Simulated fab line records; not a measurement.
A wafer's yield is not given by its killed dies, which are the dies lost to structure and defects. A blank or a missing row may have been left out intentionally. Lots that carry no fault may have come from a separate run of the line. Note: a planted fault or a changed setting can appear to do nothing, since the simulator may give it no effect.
Chamber matching ; flow n5 finfet ; N5_BEOL_M1_STRIP_66 on rie diel-05: 4 sister chambers
The step strips in CF4. 4 wafers are shown with their chamber, then 12 later ones without.

== WAFERS WITH THEIR CHAMBER ==
wafer;chamber;throttle valve pct (%)
L082.1;1;13.6
L089.5;2;13.5
L090.5;3;12.9
L090.6;0;13.1

== WAFERS WHOSE CHAMBER IS MISSING ==
wafer;throttle valve pct (%)
L091.1;12.9
L091.4;13.1
L091.5;12.9
L093.2;13.1
L093.4;13.6
L093.6;12.9
L095.1;12.9
L095.5;13.1
L095.6;13.0
L096.1;13.0
L096.2;13.1
L096.6;12.9

== CHAMBER TAKEN BY EACH ==
wafer;from the rows above;in truth
L091.1;3;3
L091.4;0;0
L091.5;3;3
L093.2;0;0
L093.4;1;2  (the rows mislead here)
L093.6;3;3
L095.1;3;3
L095.5;0;0
L095.6;can't be placed: 0 or 3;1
L096.1;can't be placed: 0 or 3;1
L096.2;0;0
L096.6;3;3
Correct placement for 9 of the 12. Unplaceable from these rows: 2, with the true chamber sitting among the candidates in 0. 1 placed wrongly.
How it was worked out, from the rows above alone: a wafer's distance from a chamber is the root of the sum, over the readings, of the square of ((its reading less the chamber's mean) divided by the reading's scatter). If the next closest chamber is less than 2 further off than the closest, the wafer can't be placed; otherwise it belongs to the closest. Each chamber's mean is taken over the wafers shown for it. The scatter: root of mean squared gap, hidden wafer to nearest shown wafer, with one shown wafer a chamber.
